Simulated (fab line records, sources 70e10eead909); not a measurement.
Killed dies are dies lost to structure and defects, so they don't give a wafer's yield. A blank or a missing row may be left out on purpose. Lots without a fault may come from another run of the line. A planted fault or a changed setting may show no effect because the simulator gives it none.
Chamber matching | flow nand_harc | NHARC_A_M1_DEP_33 on pecvd-04: 3 sister chambers
The step deposits SiCN, target thk 30 nm. 16 wafers are shown with their chamber, then 8 later ones without.

WAFERS WITH THEIR CHAMBER
wafer  | chamber | heater_power_w (W)
L578.4 | 2       | 635
L578.5 | 0       | 694
L578.6 | 1       | 471
L579.2 | 2       | 591
L579.4 | 2       | 586
L579.6 | 0       | 765
L582.2 | 1       | 540
L582.3 | 0       | 710
L582.4 | 2       | 673
L588.3 | 0       | 672
L588.5 | 1       | 581
L588.6 | 0       | 689
L592.2 | 0       | 776
L592.4 | 1       | 500
L592.5 | 2       | 569
L589.1 | 1       | 567

SIGNATURES (means of the wafers above)
reading        | chamber 0 | chamber 1 | chamber 2 | scatter within a chamber
heater_power_w | 717.67    | 531.80    | 610.80    | 43.7
Rule: a wafer's distance from a chamber is the root of the sum, over the readings, of the square of ((its reading less the chamber's mean) divided by the reading's scatter). The wafer belongs to the nearest chamber; if the next one is less than 2 further off, it can't be placed. The scatter: the root of (the sum of the squares of (reading less its chamber's mean) over the shown wafers, divided by (wafers less chambers)).

WAFERS WITHOUT THEIR CHAMBER
wafer  | heater_power_w (W)
L589.4 | 578
L589.6 | 652
L597.1 | 622
L597.3 | 775
L597.4 | 741
L600.2 | 575
L600.5 | 579
L600.6 | 576

WHICH CHAMBER EACH WENT THROUGH
wafer  | from the rows above          | in truth
L589.4 | can't be placed: 2 or 1      | 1
L589.6 | can't be placed: 2 or 0 or 1 | 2
L597.1 | can't be placed: 2 or 1 or 0 | 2
L597.3 | 0                            | 0
L597.4 | 0                            | 0
L600.2 | can't be placed: 2 or 1      | 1
L600.5 | can't be placed: 2 or 1      | 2
L600.6 | can't be placed: 2 or 1      | 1
Placed correctly: 2 of 8. Can't be placed from these rows: 6 (the true chamber is among the candidates in 6). Placed wrongly: 0.
